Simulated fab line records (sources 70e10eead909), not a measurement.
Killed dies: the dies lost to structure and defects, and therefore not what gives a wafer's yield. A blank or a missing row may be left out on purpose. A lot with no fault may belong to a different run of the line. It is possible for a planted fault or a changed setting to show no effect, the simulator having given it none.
fab line records	flow nandHarc
[record] lots = 12	wafers = 36	lastDay = 35
route steps=1302 shown A_BLC@1132 A_M0@1148 END@1302
lots that met no fault: from a run of the same line without faults
startH: the number of hours between the record's first day and the start of the first shown wafer of the lot	waitH: time in hours since the lot's previous step	" unchanged from the row above	L1.1+2: a row that stands for several wafers	- either no value or no given start	* or withheld: withheld	< > ~ a bound
route shown NAME@n: NAME is a module with steps in the file, n the number in the route of the first one	usual: mean and standard deviation over wafers with no fault	same: alike in all rows	chamber/n: place in a boat	sites: the reading at each site	_std_site: how widely they spread, as a standard deviation	_edge_site: outer sites' mean less inner sites'	radiusMm: how far each site lies from the wafer's centre	mask NAME#n: copy n	behind: the last tool/chamber to shape the wafer	hold: the reason the lot was held/the length of the hold in hours/how it ended	device: transistor that didn't switch, given as n, p or np	end of line: the same wafers' tests at the end of the route	for a step that has no rows: nothing shown but its recipe	killed: at the first sort, the dies lost to defects and structure; wafer yield is something else	map: shows each die of a wafer: x if killed, . if not, _ if none is there
set.NAME: setting as actually run; set.NAME@STEP: the setting as run at that earlier step	model.NAME: the simulator's own value behind a step, which no gauge read
a sample of lots followed through the steps of the route, with each step as a table and each wafer as a row
services: from which hour (startH, from the record's first day; less than 0 if before it) a tool's chamber was out of use, for how many hours, and why
[[steps]]
[step NHARC_A_BLC_CVD_24]
[recipe] targetThkA = 1500	tempC = 300	pressureTorr = 40	wf6FlowSccm = 40	h2FlowSccm = 1600	arFlowSccm = 1560	timeS = 434	material = W
[usual] heaterPowerW = 483/18	mfcWf6Sccm = 39.98/0.12	throttleValvePct = 7.89/0.19
lot.wafer	tool	chamber	startH	waitH	heaterPowerW	mfcWf6Sccm	throttleValvePct
L389.2	cvdW-02	1	-	-	462	40.04	8.01
L389.3	"	1	"	"	472	40.09	7.97
L389.6	"	1	"	"	466	40.07	7.94
L390.1	cvdW-01	1	-	-	515	40.03	7.96
L390.4	"	1	"	"	500	39.85	8.24
L390.5	"	1	"	"	516	39.95	8.26
L394.1	cvdW-02	0	-	-	473	39.91	7.86
L394.2	"	1	"	"	458	39.98	8.06
L394.4	"	0	"	"	480	40.01	7.41
L392.3	cvdW-02	1	-	-	463	39.75	7.85
L392.4	"	0	"	"	486	40.01	7.80
L392.6	"	0	"	"	502	40.05	7.84
L395.4	cvdW-01	1	-	-	499	39.95	7.96
L395.6	"	0	"	"	486	40.01	7.78
L395.5	"	1	"	"	491	40.05	8.02
L397.1	cvdW-01	1	-	-	502	40.09	7.65
L397.2	"	0	"	"	498	40.13	7.85
L397.4	"	0	"	"	489	40.14	8.14
L398.2	cvdW-01	1	-	-	510	40.17	8.11
L398.4	"	0	"	"	495	39.94	8.29
L398.3	"	1	"	"	514	40.11	8.16
L399.1	cvdW-01	1	-	-	500	39.72	8.18
L399.3	"	0	"	"	496	39.84	7.83
L399.5	"	1	"	"	495	39.89	8.19
L400.2	cvdW-02	1	-	-	476	40.07	8.14
L400.3	"	1	"	"	469	39.88	7.81
L400.6	"	1	"	"	469	40.09	7.95
L407.1	cvdW-02	0	-	-	446	39.90	7.70
L407.3	"	0	"	"	455	39.99	7.67
L407.6	"	1	"	"	481	39.79	7.91
L409.4	cvdW-01	0	-	-	501	39.93	8.00
L409.6	"	1	"	"	500	39.89	8.22
L409.5	"	0	"	"	502	40.04	7.73
L412.2	cvdW-02	1	-	-	475	39.99	8.01
L412.3	"	0	"	"	466	39.82	7.74
L412.5	"	0	"	"	455	39.60	8.03
[step NHARC_A_M0_OVL_MEAS_10]
[recipe] pitchNm = 160
[usual] overlayXNm = -0.1/0.83	overlayYNm = 0.2/0.69
lot.wafer	tool	chamber	startH	waitH	overlayXNm	overlayYNm
L389.2	overlay-02	-	527.35	-	0.2	0.5
L389.3	"	-	"	"	0.3	0.1
L389.6	"	-	"	"	0.2	0.5
L390.1	overlay-01	-	538.29	-	-0.9	-1.1
L390.4	"	-	"	"	-0.6	-1.2
L390.5	"	-	"	"	-0.2	-0.6
L394.1	overlay-02	-	544.98	-	-1.2	0.2
L394.2	"	-	"	"	-0.8	0.9
L394.4	"	-	"	"	-1.6	1.7
L392.3	overlay-01	-	547.49	-	1.3	-0.4
L392.4	"	-	"	"	1.4	-0.6
L392.6	"	-	"	"	1.1	0.1
L395.4	overlay-02	-	567.58	-	-1.4	0.8
L395.5	"	-	"	"	-0.5	0.4
L395.6	"	-	"	"	-1.2	0.8
L397.1	overlay-02	-	580.85	-	0.5	-1.0
L397.2	"	-	"	"	0.5	-0.8
L397.4	"	-	"	"	0.1	-0.8
L398.2	overlay-02	-	613.82	-	-0.5	-0.1
L398.3	"	-	"	"	-0.9	-0.3
L398.4	"	-	"	"	-1.1	0.3
L399.1	overlay-02	-	617.46	-	-1.0	0.0
L399.3	"	-	"	"	-1.6	-0.2
L399.5	"	-	"	"	-1.3	0.6
L400.2	overlay-02	-	627.84	-	-1.1	1.5
L400.3	"	-	"	"	-1.5	1.6
L400.6	"	-	"	"	-1.0	1.5
L407.1	overlay-01	-	705.23	-	0.3	-0.6
L407.3	"	-	"	"	-0.4	-0.5
L407.6	"	-	"	"	0.3	-0.4
L409.4	overlay-01	-	711.55	-	0.3	0.5
L409.5	"	-	"	"	0.1	0.7
L409.6	"	-	"	"	0.3	0.4
L412.2	overlay-02	-	776.88	-	-0.9	0.8
L412.3	"	-	"	"	-0.7	1.0
L412.5	"	-	"	"	-0.6	1.2
[step NHARC_A_M0_PVD_21]
[recipe] targetThkA = 300	chamberPressurePa = 5	powerW = 5000	substrateTempC = 30	timeS = 20.49	material = Cu
[usual] cathodeDcPowerW = 5000.0/0.91	throttleValvePct = 30.2/1.3
lot.wafer	tool	chamber	startH	waitH	cathodeDcPowerW	throttleValvePct
L389.3	pvdSputter-01	-	528.66	-	5000.6	30.7
L389.2	"	-	"	"	5002.1	28.6
L389.6	"	-	"	"	5000.9	29.8
L390.4	pvdSputter-03	-	-	-	4999.9	29.2
L390.1	"	-	"	"	4999.8	31.6
L390.5	"	-	"	"	4999.5	29.8
L394.4	pvdSputter-01	-	-	-	5000.6	30.4
L394.2	"	-	"	"	4999.7	29.7
L394.1	"	-	"	"	4998.9	28.5
L392.4	pvdSputter-03	-	-	-	4998.9	31.4
L392.3	"	-	"	"	4999.3	32.0
L392.6	"	-	"	"	5000.4	32.2
L395.4	pvdSputter-02	-	-	-	5000.4	30.7
L395.6	"	-	"	"	4999.6	31.9
L395.5	"	-	"	"	5001.7	30.9
L397.1	pvdSputter-03	-	-	-	4999.5	29.0
L397.2	"	-	"	"	4999.6	31.9
L397.4	"	-	"	"	5000.6	32.2
L398.4	pvdSputter-03	-	-	-	5001.9	31.4
L398.3	"	-	"	"	5000.7	32.1
L398.2	"	-	"	"	4998.9	29.7
L399.1	pvdSputter-02	-	-	-	4999.9	30.6
L399.3	"	-	"	"	4998.8	28.3
L399.5	"	-	"	"	4999.8	28.4
L400.3	pvdSputter-01	-	-	-	4999.6	30.2
L400.2	"	-	"	"	4999.8	29.8
L400.6	"	-	"	"	5000.1	29.9
L407.1	pvdSputter-02	-	-	-	4999.8	30.0
L407.3	"	-	"	"	5001.4	31.7
L407.6	"	-	"	"	4999.9	29.7
L409.4	pvdSputter-02	-	-	-	5001.4	31.5
L409.5	"	-	"	"	4999.1	32.0
L409.6	"	-	"	"	4999.9	28.9
L412.3	pvdSputter-02	-	-	-	4999.2	31.6
L412.2	"	-	"	"	5000.4	28.8
L412.5	"	-	"	"	5001.0	30.0
[step NHARC_A_M0_ECD_22]
[recipe] targetThkA = 4000	bathTempC = 25	material = Cu
[usual] bathHeatDutyPct = 6.0/0.58
lot.wafer	tool	chamber	startH	waitH	bathHeatDutyPct
L389.2	ecdCu-02	1	528.84	-	5.7
L389.3	"	1	"	"	6.3
L389.6	"	1	"	"	6.0
L390.1	ecdCu-01	1	539.93	-	5.9
L390.4	"	0	"	"	5.9
L390.5	"	0	"	"	6.5
L394.2	ecdCu-02	0	546.40	-	6.0
L394.1	"	1	"	"	6.2
L394.4	"	1	"	"	6.2
L392.3	ecdCu-01	0	549.06	-	6.3
L392.4	"	1	"	"	5.9
L392.6	"	0	"	"	6.3
L395.4	ecdCu-01	0	569.05	-	6.3
L395.6	"	0	"	"	4.4
L395.5	"	1	"	"	6.0
L397.2	ecdCu-02	1	582.28	-	6.6
L397.1	"	0	"	"	5.6
L397.4	"	0	"	"	5.6
L398.2	ecdCu-01	1	615.24	-	6.4
L398.4	"	1	"	"	6.4
L398.3	"	0	"	"	6.6
L399.1	ecdCu-02	0	618.88	-	6.9
L399.3	"	0	"	"	6.7
L399.5	"	0	"	"	7.2
L400.2	ecdCu-01	1	629.30	-	6.5
L400.3	"	1	"	"	6.8
L400.6	"	0	"	"	5.3
L407.1	ecdCu-02	1	706.68	-	5.3
L407.3	"	1	"	"	5.8
L407.6	"	1	"	"	6.1
L409.4	ecdCu-02	1	713.02	-	5.0
L409.5	"	1	"	"	5.3
L409.6	"	0	"	"	6.1
L412.2	ecdCu-01	1	778.25	-	6.5
L412.3	"	0	"	"	5.1
L412.5	"	0	"	"	6.2
[step NHARC_A_M0_CMP_23]
[recipe] tOverpolishS = 20	targetThkNm = 113.75
[usual] edgeZonePressureFrac = 0.999/0.0048	motorCurrentA = 12.2/0.86	timeToEndpointS = 29.0/2
lot.wafer	tool	chamber	startH	waitH	edgeZonePressureFrac	motorCurrentA	timeToEndpointS
L389.2	cmp-01	2	529.50	-	1.003	13.1	31.1
L389.3	"	3	"	"	0.999	12.3	30.9
L389.6	"	3	"	"	1.000	12.6	29.9
L390.1	cmp-04	1	540.69	-	0.998	12.6	29.3
L390.4	"	2	"	"	0.990	11.8	30.1
L390.5	"	1	"	"	1.006	12.8	30.4
L394.4	cmp-01	0	547.15	-	0.997	13.3	29.2
L394.1	"	1	"	"	1.003	13.5	28.4
L394.2	"	2	"	"	0.987	12.8	26.0
L392.4	cmp-04	2	549.72	-	1.001	11.7	33.6
L392.3	"	3	"	"	1.003	11.8	29.4
L392.6	"	1	"	"	1.001	12.1	30.6
L395.4	cmp-01	0	569.70	-	1.000	13.0	27.9
L395.6	"	3	"	"	1.003	12.8	30.5
L395.5	"	0	"	"	0.999	13.7	30.6
L397.1	cmp-02	1	583.03	-	1.002	10.8	26.9
L397.4	"	2	"	"	1.003	10.5	24.3
L397.2	"	3	"	"	1.003	11.6	27.5
L398.2	cmp-04	0	615.95	-	0.992	11.3	27.6
L398.4	"	1	"	"	1.004	12.3	28.4
L398.3	"	3	"	"	1.000	11.8	29.7
L399.1	cmp-02	1	619.59	-	1.005	11.4	28.3
L399.3	"	2	"	"	1.001	10.8	27.7
L399.5	"	0	"	"	0.998	12.8	28.6
L400.3	cmp-04	3	630.04	-	1.000	11.7	30.2
L400.2	"	0	"	"	0.992	11.7	26.6
L400.6	"	2	"	"	0.998	11.8	30.1
L407.3	cmp-04	0	707.59	-	1.002	12.3	29.0
L407.1	"	2	"	"	0.998	11.9	12.4
L407.6	"	0	"	"	1.000	12.5	31.2
L409.4	cmp-02	2	713.65	-	1.002	10.9	10.8
L409.5	"	2	"	"	0.996	11.4	11.6
L409.6	"	3	"	"	0.997	11.5	30.9
L412.3	cmp-02	3	779.03	-	1.000	11.4	26.5
L412.2	"	0	"	"	0.990	12.1	28.1
L412.5	"	1	"	"	0.996	11.8	27.9
[step NHARC_END_SORT_01]
[recipe] tempC = 25
[usual] defectLimitedYield = 92.9/2.4	killedAtArray = 44/16	killedAtOther = 0.6/1.1	killedAtPeriphery = 3.9/2.6	killedDies = 48/16	killedOpen = 3.1/1.9	killedShort = 2.4/1.8	sort_bin_2_pct = 2.6/1	sort_bin_3_pct = 0.6/0.39	sort_bin_4_pct = 4.0/1.4	sortNPass = 629/16	sortRimYieldPct = 89/4.3	sortYieldPct = 92.9/2.4
[same] grossDies = 677	sort_bin_5_pct[%] = 0	sort_bin_6_pct[%] = 0	sort_bin_7_pct[%] = 0	sort_bin_8_pct[%] = 0	sortRimNGross = 106.00
lot.wafer	tool	chamber	startH	waitH	defectLimitedYield[%]	killedAtArray	killedAtOther	killedAtPeriphery	killedDies	killedOpen	killedShort	sort_bin_2_pct[%]	sort_bin_3_pct[%]	sort_bin_4_pct[%]	sortNPass	sortRimYieldPct[%]	sortYieldPct[%]
L389.2	prober-02	0	566.69	2.8	90.4	60	2	3	65	4	1	3.0	0.7	5.9	612	94	90.4
L389.3	prober-02	0	567.49	3.1	91.6	56	0	1	57	3	3	2.4	0.7	5.3	620	94	91.6
L389.6	prober-02	0	569.90	4.0	92.8	46	1	2	49	3	2	1.8	0.4	5.0	628	96	92.8
L390.1	prober-01	0	577.11	2.5	90.1	63	0	4	67	2	3	4.3	0.6	5.0	610	91	90.1
L390.4	prober-01	0	579.55	3.5	90.1	61	0	6	67	5	1	3.8	1.0	5.0	610	99	90.1
L390.5	prober-01	0	580.37	3.8	90.3	64	0	2	66	6	5	4.9	1.3	3.5	611	97	90.3
L394.1	prober-01	0	584.95	2.5	91.0	53	1	7	61	4	5	2.5	0.6	5.9	616	83	91.0
L394.2	prober-01	0	585.74	2.8	89.1	67	0	7	74	6	3	3.2	1.5	6.2	603	93	89.1
L394.4	prober-01	0	587.31	3.3	88.5	75	0	3	78	2	0	5.3	0.9	5.3	599	85	88.5
L392.3	prober-02	0	585.39	3.1	97.6	13	1	2	16	7	0	0.4	0	1.9	661	96	97.6
L392.4	prober-02	0	586.20	3.4	97.9	10	0	4	14	2	2	1.0	0	1.0	663	96	97.9
L392.6	prober-02	0	587.81	4.0	97.6	16	0	0	16	2	3	0.7	0.1	1.5	661	94	97.6
L395.4	prober-01	0	612.96	3.4	91.3	59	0	0	59	2	0	2.5	0.7	5.5	618	91	91.3
L395.5	prober-01	0	613.75	3.7	91.6	53	1	3	57	3	2	4.0	0.4	4.0	620	81	91.6
L395.6	prober-01	0	614.54	4.0	90.8	58	1	3	62	4	2	2.4	0.6	6.2	615	92	90.8
L397.1	prober-02	0	624.03	2.5	88.9	74	0	1	75	3	4	3.1	1.5	6.5	602	85	88.9
L397.2	prober-02	0	624.84	2.8	90.1	60	0	7	67	1	4	3.5	0.3	6.1	610	89	90.1
L397.4	prober-02	0	626.45	3.4	93.4	42	0	3	45	6	1	3.1	0.7	2.8	632	91	93.4
L398.2	prober-02	0	654.05	2.8	90.5	58	0	6	64	5	3	3.1	0.7	5.6	613	91	90.5
L398.3	prober-02	0	654.86	3.1	91.4	54	0	4	58	2	3	2.5	0.1	5.9	619	94	91.4
L398.4	prober-02	0	655.66	3.4	94.2	35	0	4	39	3	1	2.1	0	3.7	638	86	94.2
L399.1	prober-01	0	656.42	2.5	92.0	48	1	5	54	4	7	3.4	0	4.6	623	82	92.0
L399.3	prober-01	0	658.02	3.1	93.9	37	0	4	41	2	8	2.7	0.6	2.8	636	92	93.9
L399.5	prober-01	0	659.63	3.7	93.2	37	1	8	46	6	1	2.4	0.7	3.7	631	89	93.2
L400.2	prober-02	0	668.67	2.8	93.5	39	2	3	44	1	2	2.1	0.3	4.1	633	82	93.5
L400.3	prober-02	0	669.47	3.1	92.9	45	0	3	48	4	0	3.0	0.6	3.5	629	86	92.9
L400.6	prober-02	0	671.87	4.0	93.2	41	2	3	46	5	0	2.2	0.3	4.3	631	94	93.2
L409.4	prober-01	0	753.93	3.4	91.1	54	2	4	60	4	1	3.8	0.6	4.4	617	83	91.1
L409.5	prober-01	0	754.74	3.7	92.8	47	0	2	49	7	2	3.0	0.7	3.5	628	87	92.8
L409.6	prober-01	0	755.55	4.0	95.0	30	1	3	34	4	2	1.5	0.7	2.8	643	90	95.0
L412.2	prober-01	0	825.95	2.8	92.6	48	0	2	50	5	1	2.2	0.4	4.7	627	81	92.6
L412.3	prober-01	0	826.75	3.1	91.9	53	0	2	55	2	1	3.5	0.6	4.0	622	83	91.9
L412.5	prober-01	0	828.36	3.7	92.9	45	1	2	48	2	3	1.9	1.0	4.1	629	86	92.9
// killed by level:class
L389.2 A_CHANNEL_HOLE_D1:chamberFilmFlake=37 A_STAIRCASE:chamberFilmFlake=9 A_CHANNEL_HOLE_D2:chamberFilmFlake=4 A_DECK1_JOINT:chamberFilmFlake=2 A_CHANNEL_FILL_D2:chamberFilmFlake=2 A_CONTACT:chamberFilmFlake=2 THIN_TSV:chamberFilmFlake=2 P_CONTACT:geometricParticle:open=1
L389.3 A_CHANNEL_HOLE_D1:chamberFilmFlake=30 A_STAIRCASE:chamberFilmFlake=8 A_CHANNEL_HOLE_D2:chamberFilmFlake=5 A_CONTACT:chamberFilmFlake=3 A_CHANNEL_FILL_D1:geometricParticle:open=2 A_CHANNEL_FILL_D2:chamberFilmFlake=2 A_SOURCE_PLATE:geometricParticle:open=1 A_SGD_CUT:geometricParticle:short=1
L389.6 A_CHANNEL_HOLE_D1:chamberFilmFlake=33 A_STAIRCASE:chamberFilmFlake=5 P_GATE:geometricParticle:open=1 A_DECK1_JOINT:geometricParticle:short=1 A_ONON_D2:geometricParticle:short=1 A_ONON_D2:geometricParticle:open=1 A_WL_FILL:geometricParticle:open=1 P_ZERO_WELL:chamberFilmFlake=1
L390.1 A_CHANNEL_HOLE_D2:chamberFilmFlake=29 A_CHANNEL_HOLE_D1:chamberFilmFlake=19 A_DECK1_JOINT:chamberFilmFlake=3 A_STAIRCASE:chamberFilmFlake=3 P_BONDPAD:chamberFilmFlake=2 A_WL_FILL:chamberFilmFlake=2 A_CONTACT:chamberFilmFlake=2 P_ZERO_WELL:geometricParticle:short=1
L390.4 A_CHANNEL_HOLE_D2:chamberFilmFlake=26 A_CHANNEL_HOLE_D1:chamberFilmFlake=24 P_STI:chamberFilmFlake=3 A_DECK1_JOINT:chamberFilmFlake=3 P_BONDPAD:chamberFilmFlake=2 A_WL_FILL:chamberFilmFlake=2 P_CONTACT:geometricParticle:open=1 A_CHANNEL_HOLE_D1:geometricParticle:short=1
L390.5 A_CHANNEL_HOLE_D2:chamberFilmFlake=26 A_CHANNEL_HOLE_D1:chamberFilmFlake=22 A_CHANNEL_FILL_D1:geometricParticle:open=2 A_CONTACT:geometricParticle:short=2 A_M0:geometricParticle:open=2 A_STAIRCASE:chamberFilmFlake=2 A_WL_FILL:chamberFilmFlake=2 P_CONTACT:geometricParticle:short=1
L394.1 A_CHANNEL_HOLE_D1:chamberFilmFlake=18 A_CHANNEL_HOLE_D2:chamberFilmFlake=11 A_SLIT:chamberFilmFlake=11 A_CONTACT:chamberFilmFlake=4 P_ZERO_WELL:chamberFilmFlake=2 P_BONDPAD:chamberFilmFlake=2 A_DECK1_JOINT:chamberFilmFlake=2 P_CONTACT:geometricParticle:open=1
L392.3 A_DECK1_JOINT:geometricParticle:open=2 A_CHANNEL_HOLE_D1:chamberFilmFlake=2 A_CHANNEL_HOLE_D2:chamberFilmFlake=2 A_CONTACT:chamberFilmFlake=2 P_CONTACT:geometricParticle:open=1 A_SOURCE_PLATE:geometricParticle:open=1 A_CHANNEL_HOLE_D2:geometricParticle:open=1 A_CHANNEL_FILL_D2:geometricParticle:open=1
L394.2 A_CHANNEL_HOLE_D2:chamberFilmFlake=26 A_CHANNEL_HOLE_D1:chamberFilmFlake=20 A_SLIT:chamberFilmFlake=11 A_CONTACT:chamberFilmFlake=3 P_ZERO_WELL:chamberFilmFlake=2 P_BONDPAD:chamberFilmFlake=2 P_GATE:geometricParticle:open=1 P_CONTACT:geometricParticle:open=1
L392.4 A_CHANNEL_HOLE_D2:chamberFilmFlake=4 P_STI:geometricParticle:short=1 P_CONTACT:geometricParticle:open=1 A_CHANNEL_FILL_D2:geometricParticle:short=1 A_CONTACT:geometricParticle:open=1 P_GATE:chamberFilmFlake=1 P_M2:chamberFilmFlake=1 A_CHANNEL_HOLE_D1:chamberFilmFlake=1
L394.4 A_CHANNEL_HOLE_D2:chamberFilmFlake=32 A_CHANNEL_HOLE_D1:chamberFilmFlake=18 A_SLIT:chamberFilmFlake=16 A_STAIRCASE:chamberFilmFlake=4 A_CONTACT:chamberFilmFlake=3 P_GATE:chamberFilmFlake=2 P_M0:geometricParticle:open=1 A_CHANNEL_HOLE_D1:geometricParticle:open=1
L392.6 A_CHANNEL_HOLE_D2:chamberFilmFlake=5 A_CHANNEL_HOLE_D1:chamberFilmFlake=2 A_CHANNEL_FILL_D1:geometricParticle:open=1 A_CHANNEL_FILL_D1:geometricParticle:short=1 A_CHANNEL_HOLE_D2:geometricParticle:short=1 A_BLC:geometricParticle:short=1 A_M0:geometricParticle:open=1 A_CHANNEL_FILL_D1:chamberFilmFlake=1
L395.4 A_CHANNEL_HOLE_D2:chamberFilmFlake=39 A_SLIT:chamberFilmFlake=14 A_WL_FILL:chamberFilmFlake=3 A_M0:geometricParticle:open=1 A_M1:geometricParticle:open=1 A_STAIRCASE:chamberFilmFlake=1
L395.5 A_CHANNEL_HOLE_D2:chamberFilmFlake=25 A_SLIT:chamberFilmFlake=17 A_STAIRCASE:chamberFilmFlake=5 A_CONTACT:chamberFilmFlake=2 P_CONTACT:geometricParticle:short=1 P_CONTACT:geometricParticle:open=1 A_CHANNEL_HOLE_D1:geometricParticle:open=1 A_BLC:chamberFilmFlake=1
L395.6 A_CHANNEL_HOLE_D2:chamberFilmFlake=35 A_SLIT:chamberFilmFlake=13 A_STAIRCASE:chamberFilmFlake=3 P_M0:geometricParticle:open=2 P_M0:geometricParticle:short=1 A_CHANNEL_FILL_D1:geometricParticle:short=1 A_ONON_D2:geometricParticle:open=1 A_CHANNEL_FILL_D2:geometricParticle:open=1
L397.1 A_CHANNEL_HOLE_D1:chamberFilmFlake=29 A_CHANNEL_HOLE_D2:chamberFilmFlake=19 A_CONTACT:chamberFilmFlake=8 A_STAIRCASE:chamberFilmFlake=4 A_SGD_CUT:chamberFilmFlake=4 A_M0:chamberFilmFlake=3 A_ONON_D2:geometricParticle:short=2 P_M0:geometricParticle:open=1
L397.2 A_CHANNEL_HOLE_D2:chamberFilmFlake=29 A_CHANNEL_HOLE_D1:chamberFilmFlake=16 A_CONTACT:chamberFilmFlake=5 A_STAIRCASE:chamberFilmFlake=4 P_ZERO_WELL:chamberFilmFlake=3 P_M1:chamberFilmFlake=2 A_WL_FILL:chamberFilmFlake=2 P_CONTACT:geometricParticle:open=1
L397.4 A_CHANNEL_HOLE_D1:chamberFilmFlake=12 A_CHANNEL_HOLE_D2:chamberFilmFlake=12 A_STAIRCASE:chamberFilmFlake=4 A_CONTACT:chamberFilmFlake=4 A_CHANNEL_FILL_D2:geometricParticle:open=2 A_SOURCE_PLATE:geometricParticle:short=1 A_SOURCE_PLATE:geometricParticle:open=1 A_SGD_CUT:geometricParticle:open=1
L398.2 A_CHANNEL_HOLE_D1:chamberFilmFlake=36 A_CHANNEL_HOLE_D2:chamberFilmFlake=11 A_CONTACT:chamberFilmFlake=4 A_ONON_D1:geometricParticle:short=3 P_M0:geometricParticle:open=2 P_M1:chamberFilmFlake=2 A_CHANNEL_FILL_D2:geometricParticle:open=1 A_WL_FILL:geometricParticle:open=1
L398.3 A_CHANNEL_HOLE_D1:chamberFilmFlake=36 A_CHANNEL_HOLE_D2:chamberFilmFlake=6 A_CONTACT:chamberFilmFlake=3 P_GATE:chamberFilmFlake=2 A_STAIRCASE:chamberFilmFlake=2 A_ONON_D1:geometricParticle:short=1 A_CHANNEL_FILL_D1:geometricParticle:short=1 A_CHANNEL_HOLE_D2:geometricParticle:short=1
L398.4 A_CHANNEL_HOLE_D1:chamberFilmFlake=21 A_CHANNEL_HOLE_D2:chamberFilmFlake=8 A_CHANNEL_FILL_D2:geometricParticle:open=2 A_STAIRCASE:chamberFilmFlake=2 A_CONTACT:chamberFilmFlake=2 P_CONTACT:geometricParticle:short=1 P_M0:geometricParticle:open=1 P_GATE:chamberFilmFlake=1
L399.1 A_SLIT:chamberFilmFlake=18 A_CHANNEL_HOLE_D2:chamberFilmFlake=12 A_STAIRCASE:chamberFilmFlake=5 A_M0:geometricParticle:short=2 A_ONON_D2:geometricParticle:open=2 P_M0:chamberFilmFlake=2 A_CHANNEL_HOLE_D1:chamberFilmFlake=2 P_CONTACT:geometricParticle:short=1
L399.3 A_SLIT:chamberFilmFlake=12 A_CHANNEL_HOLE_D2:chamberFilmFlake=5 A_STAIRCASE:chamberFilmFlake=3 A_DECK1_JOINT:geometricParticle:short=2 A_WL_FILL:geometricParticle:short=2 P_M2:chamberFilmFlake=2 A_CONTACT:chamberFilmFlake=2 A_M0:chamberFilmFlake=2
L399.5 A_SLIT:chamberFilmFlake=16 A_CHANNEL_HOLE_D2:chamberFilmFlake=6 A_CHANNEL_HOLE_D1:chamberFilmFlake=5 P_M2:chamberFilmFlake=4 A_CONTACT:chamberFilmFlake=3 P_M0:geometricParticle:open=1 A_ONON_D1:geometricParticle:open=1 A_DECK1_JOINT:geometricParticle:open=1
L400.2 A_SLIT:chamberFilmFlake=14 A_CHANNEL_HOLE_D2:chamberFilmFlake=12 A_STAIRCASE:chamberFilmFlake=5 P_ZERO_WELL:chamberFilmFlake=2 THIN_TSV:chamberFilmFlake=2 P_M0:geometricParticle:open=1 A_SOURCE_PLATE:geometricParticle:short=1 A_M1:geometricParticle:short=1
L400.3 A_SLIT:chamberFilmFlake=16 A_CHANNEL_HOLE_D2:chamberFilmFlake=8 A_CHANNEL_HOLE_D1:chamberFilmFlake=7 A_STAIRCASE:chamberFilmFlake=6 P_ZERO_WELL:chamberFilmFlake=2 A_CONTACT:chamberFilmFlake=2 P_CONTACT:geometricParticle:open=1 A_ONON_D2:geometricParticle:open=1
L400.6 A_SLIT:chamberFilmFlake=15 A_CHANNEL_HOLE_D2:chamberFilmFlake=6 A_CONTACT:chamberFilmFlake=6 A_STAIRCASE:chamberFilmFlake=5 A_CHANNEL_HOLE_D1:chamberFilmFlake=3 P_ZERO_WELL:chamberFilmFlake=2 THIN_TSV:chamberFilmFlake=2 P_M0:geometricParticle:open=1
L409.4 A_SLIT:chamberFilmFlake=20 A_M0:areaEcd=13 A_CHANNEL_HOLE_D1:chamberFilmFlake=12 A_CONTACT:chamberFilmFlake=4 P_M2:chamberFilmFlake=2 P_M0:geometricParticle:open=1 A_CHANNEL_FILL_D1:geometricParticle:short=1 A_ONON_D2:geometricParticle:open=1
L409.5 A_SLIT:chamberFilmFlake=20 A_M0:areaEcd=6 A_CHANNEL_HOLE_D1:chamberFilmFlake=4 A_STAIRCASE:chamberFilmFlake=4 A_CONTACT:chamberFilmFlake=3 A_ONON_D1:geometricParticle:short=2 A_DECK1_JOINT:chamberFilmFlake=2 P_GATE:geometricParticle:open=1
L409.6 A_SLIT:chamberFilmFlake=14 A_CHANNEL_HOLE_D1:chamberFilmFlake=5 A_STAIRCASE:chamberFilmFlake=3 P_M2:chamberFilmFlake=2 A_DECK1_JOINT:chamberFilmFlake=2 A_ONON_D1:geometricParticle:open=1 A_CHANNEL_HOLE_D1:geometricParticle:open=1 A_DECK1_JOINT:geometricParticle:short=1
L412.2 A_CHANNEL_HOLE_D1:chamberFilmFlake=16 A_SLIT:chamberFilmFlake=15 A_CONTACT:chamberFilmFlake=6 A_CHANNEL_HOLE_D2:chamberFilmFlake=3 A_WL_FILL:chamberFilmFlake=3 A_CHANNEL_FILL_D1:geometricParticle:open=2 P_CONTACT:geometricParticle:short=1 P_M1:geometricParticle:open=1
L412.3 A_SLIT:chamberFilmFlake=17 A_CHANNEL_HOLE_D1:chamberFilmFlake=16 A_CONTACT:chamberFilmFlake=10 A_ZERO_WELL:chamberFilmFlake=2 A_CHANNEL_HOLE_D2:chamberFilmFlake=2 A_WL_FILL:chamberFilmFlake=2 P_GATE:geometricParticle:short=1 A_CHANNEL_FILL_D1:geometricParticle:open=1
L412.5 A_SLIT:chamberFilmFlake=20 A_CHANNEL_HOLE_D1:chamberFilmFlake=10 A_CONTACT:chamberFilmFlake=6 A_CHANNEL_HOLE_D2:chamberFilmFlake=4 P_CONTACT:geometricParticle:open=1 A_ONON_D2:geometricParticle:short=1 A_CHANNEL_FILL_D2:geometricParticle:short=1 A_WL_FILL:geometricParticle:short=1
[[services]]
tool	chamber	startH	hours	kind
cmp-04	-	504.20	4.0	pm
ecdCu-01	-	512.00	8.0	pm
pvdSputter-03	-	526.06	10.0	pm
cvdW-01	0	528.53	10.4	repair
pvdSputter-02	-	544.66	4.3	repair
cvdW-01	-	547.25	13.0	pm
cmp-04	-	575.25	0.9	repair
ecdCu-02	-	577.00	2.6	repair
ecdCu-02	-	596.28	8.0	pm
cmp-04	-	602.20	4.0	pm
cvdW-02	-	631.00	13.0	pm
pvdSputter-02	-	638.06	10.0	pm
cmp-04	-	657.23	1.8	repair
cvdW-01	0	663.87	12.2	repair
cmp-04	-	679.67	1.3	repair
ecdCu-01	-	688.00	8.0	pm
cvdW-01	0	688.15	7.4	repair
cmp-04	-	688.45	0.6	repair
cmp-04	-	700.34	4.0	pm
pvdSputter-02	-	713.26	3.9	repair
cvdW-01	-	728.25	13.0	pm
cmp-04	-	739.01	0.9	repair
ecdCu-02	-	772.28	8.0	pm
cvdW-02	1	776.67	2.4	repair
[[key]]
[firstSign] step = NHARC_A_M0_CMP_23	reading = timeToEndpointS	direction = down	sigmas = 8.8	usual = *	struck = *
effect none on later readings
metAt NHARC_A_M0_ECD_22
struckLots L407,L409
struckWafers L407.1,L409.4,L409.5
sortLeftOut L407.1
notActingAt NHARC_A_BLC_CVD_24,NHARC_A_M0_OVL_MEAS_10,NHARC_A_M0_PVD_21
onsetBetween 618.88 706.68
[fault] kind = processParameterDrift	tool = ecdCu-02	chamber = -	onsetH = 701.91	steps = NHARC_A_M0_ECD_22	channel = targetThkA	offset = *	shape = step	endH = 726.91	scope = struckWafersOnly	actsIn = *	stated = *
// sortLeftOut: the simulated sort isn't trusted on such a fault, so these wafers' sort isn't shown, and their yield isn't known
